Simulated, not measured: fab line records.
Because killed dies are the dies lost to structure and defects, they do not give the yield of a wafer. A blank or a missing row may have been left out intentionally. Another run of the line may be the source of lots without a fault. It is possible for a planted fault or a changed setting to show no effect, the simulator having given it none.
Matching of chambers    flow n5_finfet    4 sister chambers for N5_BEOL_M2_ETCH_74 on rie_diel-04
The step etches underlayer in N2/H2, target depth 6.5 nm, time 5.2 s. 20 wafers are shown with their chamber, then 10 later ones without.

== WAFERS WITH THEIR CHAMBER ==
wafer   chamber  showerhead_plenum_p_Torr (Torr)  drypump_motor_current_A (A)  etch_rf_on_time_s (s)
L078.1  1        2.74                             5.2                          5.27
L078.3  0        2.48                             5.9                          5.29
L078.4  3        2.61                             5.6                          4.93
L080.1  2        2.60                             5.0                          5.13
L080.2  3        2.61                             5.6                          4.96
L080.3  1        2.73                             5.1                          5.23
L080.4  2        2.60                             4.9                          5.07
L080.5  1        2.73                             5.2                          5.26
L080.6  3        2.61                             5.6                          4.96
L081.1  3        2.61                             5.6                          4.95
L081.2  2        2.60                             4.9                          5.17
L081.3  2        2.60                             4.9                          5.13
L081.4  3        2.61                             5.6                          4.96
L081.5  2        2.60                             5.0                          5.13
L081.6  3        2.61                             5.6                          5.00
L087.3  3        2.60                             5.6                          4.76
L087.4  0        2.47                             5.8                          5.24
L087.5  1        2.73                             5.2                          5.27
L091.1  2        2.59                             5.0                          5.16
L091.3  0        2.47                             5.9                          5.26

SIGNATURES, as means of the wafers listed above
reading                   chamber 0  chamber 1  chamber 2  chamber 3  scatter within a chamber
showerhead_plenum_p_Torr  2.4733     2.7325     2.5983     2.6086     0.00441
drypump_motor_current_A   5.867      5.175      4.950      5.600      0.0427
etch_rf_on_time_s         5.2633     5.2575     5.1317     4.9314     0.0532
Rule: for each reading, subtract the chamber's mean from the wafer's reading, divide by that reading's scatter and square the result; add these up over the readings and take the root, which gives the wafer's distance from the chamber. If the next closest chamber is less than 2 further off than the closest, the wafer can't be placed; otherwise it belongs to the closest. The scatter: take each reading less its chamber's mean, square it, sum over the shown wafers, divide by the number of wafers less the number of chambers, and take the root.

== WAFERS WITHOUT THEIR CHAMBER ==
wafer   showerhead_plenum_p_Torr (Torr)  drypump_motor_current_A (A)  etch_rf_on_time_s (s)
L091.6  2.72                             5.2                          5.19
L094.2  2.47                             5.9                          5.29
L094.3  2.60                             5.6                          4.84
L094.4  2.58                             5.0                          5.14
L093.1  2.58                             4.9                          5.17
L093.4  2.72                             5.2                          5.28
L093.5  2.47                             5.9                          5.23
L095.4  2.60                             5.6                          4.86
L095.5  2.58                             5.0                          5.19
L095.6  2.72                             5.2                          5.27

== THE CHAMBER EACH PASSED THROUGH ==
wafer   from the rows above  in truth
L091.6  1                    1
L094.2  0                    0
L094.3  3                    3
L094.4  2                    2
L093.1  2                    2
L093.4  1                    1
L093.5  0                    0
L095.4  3                    3
L095.5  2                    2
L095.6  1                    1
Placed correctly: 10 of 10. Number that these rows cannot place: 0. 0 placed wrongly.
